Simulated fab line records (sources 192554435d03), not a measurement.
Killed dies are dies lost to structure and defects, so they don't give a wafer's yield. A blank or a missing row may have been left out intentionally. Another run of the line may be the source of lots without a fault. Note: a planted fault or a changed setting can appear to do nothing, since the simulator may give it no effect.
Matching of chambers :: flow n5 finfet :: rie si-05 running N5_FIN_SAQP_FIN_ETCH_36: 4 sister chambers
The step etches the open film in HBr/Cl2/O2, target depth 120 nm, time 50.4 s. 4 wafers are shown with their chamber, then 7 later ones without.

## EACH WAFER AND ITS CHAMBER
wafer: L088.3
chamber: 3
throttle valve pct (%): 36.33

wafer: L088.5
chamber: 1
throttle valve pct (%): 35.92

wafer: L089.1
chamber: 0
throttle valve pct (%): 36.33

wafer: L089.2
chamber: 2
throttle valve pct (%): 36.21

## WAFERS WITH NO CHAMBER GIVEN
wafer: L089.3
throttle valve pct (%): 35.90

wafer: L091.1
throttle valve pct (%): 35.92

wafer: L091.3
throttle valve pct (%): 36.21

wafer: L091.6
throttle valve pct (%): 36.34

wafer: L092.1
throttle valve pct (%): 36.22

wafer: L092.2
throttle valve pct (%): 36.34

wafer: L092.4
throttle valve pct (%): 36.36

## THE CHAMBER EACH PASSED THROUGH
wafer: L089.3
from the rows above: 1
in truth: 1

wafer: L091.1
from the rows above: 1
in truth: 1

wafer: L091.3
from the rows above: 2
in truth: 2

wafer: L091.6
from the rows above: can't be placed: 0 or 3
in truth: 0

wafer: L092.1
from the rows above: 2
in truth: 2

wafer: L092.2
from the rows above: can't be placed: 0 or 3
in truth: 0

wafer: L092.4
from the rows above: can't be placed: 0 or 3
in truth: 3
4 of 7 placed correctly. Can't be placed from these rows: 3 (the true chamber is among the candidates in 3). 0 placed wrongly.
How it was worked out, from the rows above alone: a wafer's distance from a chamber is the root of the sum, over the readings, of the square of ((its reading less the chamber's mean) divided by the reading's scatter). The wafer belongs to the nearest chamber; if the next one is less than 2 further off, it can't be placed. Each chamber's mean is taken over the wafers shown for it. The scatter: with one shown wafer a chamber, the root of the mean of the squares of how far each hidden wafer lies from its nearest shown one.
